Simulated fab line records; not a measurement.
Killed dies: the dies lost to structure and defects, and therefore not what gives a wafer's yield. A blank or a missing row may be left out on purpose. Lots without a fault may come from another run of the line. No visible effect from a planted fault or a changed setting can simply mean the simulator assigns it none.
A struck lot beside a sound one ; flow nand_harc ; 41 out of 1159 route steps
Sound: these wafers, L710.2, L710.3, L710.6. Struck: wafer L727.3. (L727.1, L727.5 of the same lot were not struck and are left out.) The cause comes at the end.
Order at every step that has rows: each side's tool, ch and its chambers, its first start. Under that, the readings that differ: sound wafers ; struck wafers ; difference of the means ; sigmas: that difference in standard deviations of wafers without a fault.
alike: readings with means less than 2 such deviations apart, plus words and numbers identical on both sides. not compared: withheld readings, readings lacking a value on some wafer, bounds such as >300 that could conceal the same value, and numbers that have no deviation in the record and whose values overlap.
Wherever a step has rows on one side only, a row that says differs or no value, or a row with sigmas, the two part there. Numbers that don't overlap but have no deviation are shown without sigmas and don't part them. A reading that every wafer of one side lacks parts them only if that side has two wafers or more.

NHARC_A_M1_CD_MEAS_09 targets a cd of 120 nm.
  sound on cd_sem-01 ch 0, day 17 14:29; struck on cd_sem-02 ch 0, day 22 10:51
  alike: cd_nm
NHARC_A_M1_OVL_MEAS_10: pitch 240 nm.
  struck on overlay-02, day 22 10:56; sound on overlay-02, day 17 14:35
  alike: overlay_x_nm, overlay_y_nm
NHARC_A_M1_INSPECT_11:
  struck on defect_inspect-01, day 22 10:58; sound on defect_inspect-01, day 17 14:37
reading;sound;struck;difference;sigmas
raw_defect_count;18 14 13;43;+28;+2
then, 2 steps without rows for these wafers: NHARC_A_M1_DESCUM_14 (chemistry O2, time 3 s); NHARC_A_M1_ETCH_35 (etches the open film in N2/H2, target depth 40 nm, overetch 12 nm, time 43.94 s).
NHARC_A_M1_ETCH_15: etches the open film in C4F8/Ar, target depth 182.5 nm, time 91.2 s.
  sound: rie_diel-02 ch 0,2,3; struck: rie_diel-03 ch 1
  alike: oes_product_au, rf_vpp_V
  not compared: rf_hours_counter_h
NHARC_A_M1_CD_MEAS_16:
  struck on cd_sem-03, day 22 11:20; sound on cd_sem-01, day 17 14:59
  alike: cd_nm
NHARC_A_M1_STRIP_18: strips in N2/H2.
  sound on rie_diel-11 ch 0,2, day 17 15:05; struck on rie_diel-11 ch 1, day 22 11:25
  alike: drypump_motor_current_A, oes_product_au, rf_vpp_V, showerhead_plenum_p_Torr, throttle_valve_pct
  not compared: rf_hours_counter_h
then, 4 steps without rows for these wafers: NHARC_A_M1_ETCH_28 (etches the open film in CF4/N2, target depth 30 nm, time 72.99 s); NHARC_A_M1_STRIP_19 (strips in post etch residue remover, time 600 s); NHARC_A_M1_DEGAS_29 (time 60 s); NHARC_A_M1_PRE_CLEAN_30 (time 30 s).
NHARC_A_M1_PVD_20: deposits TaN, target thk 5 nm, time 8.06 s.
  struck on pvd_sputter-02, day 22 12:10; sound on pvd_sputter-01, day 17 15:49
  alike: throttle_valve_pct
then, 2 steps without rows for these wafers: NHARC_A_M1_PVD_21 (deposits Cu, target thk 30 nm, time 20.49 s); NHARC_A_M1_ECD_22 (material Cu, target thk 400 nm).
NHARC_A_M1_ANNEAL_31: time 90 s.
  sound on rtp_anneal-01 ch 0, day 17 16:29; struck on rtp_anneal-01 ch 0, day 22 12:55
  alike: wafer_temp_C_max
then, 1 step without rows for these wafers: NHARC_A_M1_CMP_23 (polishes, t overpolish 20 s, target thk 154.34 nm).
NHARC_A_M1_THK_MEAS_24: measures by xrf.
  struck on film_metro-01, day 22 13:35; sound on film_metro-01, day 17 17:06
  alike: thk_nm
then, 3 steps without rows for these wafers: NHARC_A_M1_SRD_25; NHARC_A_M1_PRE_CLEAN_32 (time 12 s); NHARC_A_M1_DEP_33 (deposits SiCN, target thk 30 nm).
NHARC_A_BONDPAD_DEP_00: deposits SiCN, target thk 250 nm.
  sound on pecvd-03 ch 0,1, day 17 17:57; struck on pecvd-03 ch 2, day 22 15:17
  alike: heater_power_w, susceptor_temp_C
then, 1 step without rows for these wafers: NHARC_A_BONDPAD_CMP_29 (polishes SiCN, target thk 200 nm).
NHARC_A_BONDPAD_THK_MEAS_30: measures by ellipsometry.
  struck on film_metro-01, day 22 15:57; sound on film_metro-01, day 17 18:42
  alike: thk_nm
then, 10 steps without rows for these wafers: NHARC_A_BONDPAD_SRD_31; NHARC_A_BONDPAD_DEHYDRATE_01 (time 120 s); NHARC_A_BONDPAD_HMDS_02 (time 30 s); NHARC_A_BONDPAD_COAT_33 (time 65 s); NHARC_A_BONDPAD_COAT_03 (resist thk 600 nm); NHARC_A_BONDPAD_SOFTBAKE_04 (time 70 s); NHARC_A_BONDPAD_EBR_05; NHARC_A_BONDPAD_EXPOSE_06 (exposes mask A BPAD); NHARC_A_BONDPAD_PEB_07 (peb time 80 s); NHARC_A_BONDPAD_DEVELOP_08 (time 50 s).
NHARC_A_BONDPAD_CD_MEAS_09 targets a cd of 500 nm.
  sound on cd_sem-03 ch 0, day 17 19:16; struck on cd_sem-01 ch 0, day 22 16:31
  alike: cd_nm
NHARC_A_BONDPAD_OVL_MEAS_35:
  struck on overlay-02, day 22 16:37; sound on overlay-01, day 17 19:22
  alike: overlay_x_nm, overlay_y_nm
then, 3 steps without rows for these wafers: NHARC_A_BONDPAD_HARDBAKE_10 (time 65 s); NHARC_A_BONDPAD_DESCUM_11 (chemistry O2, time 3 s); NHARC_A_BONDPAD_ETCH_34 (etches the open film in N2/H2, target depth 60 nm, overetch 18 nm, time 65.91 s).
NHARC_A_BONDPAD_ETCH_12: etches the open film in CHF3/O2, target depth 220 nm, time 110 s.
  sound: rie_diel-13 ch 0,1,2; struck: rie_diel-04 ch 3
reading;sound;struck;difference;sigmas
rf_vpp_V (V);374.5 373.7 370.3;368.0;-4.8;-2
showerhead_plenum_p_Torr (Torr);2.55 2.52 2.36;2.27;-0.21;-2
  alike: drypump_motor_current_A, oes_product_au, throttle_valve_pct
  not compared: rf_hours_counter_h
NHARC_END_SORT_01:
  only the struck wafers appear in the record here, on prober-02 ch 0 at day 23 23:17; the sound ones have no rows

## WHERE THEY PART
First at NHARC_A_M1_INSPECT_11; last, within this record, at NHARC_END_SORT_01.

WHY: what the simulator had put in
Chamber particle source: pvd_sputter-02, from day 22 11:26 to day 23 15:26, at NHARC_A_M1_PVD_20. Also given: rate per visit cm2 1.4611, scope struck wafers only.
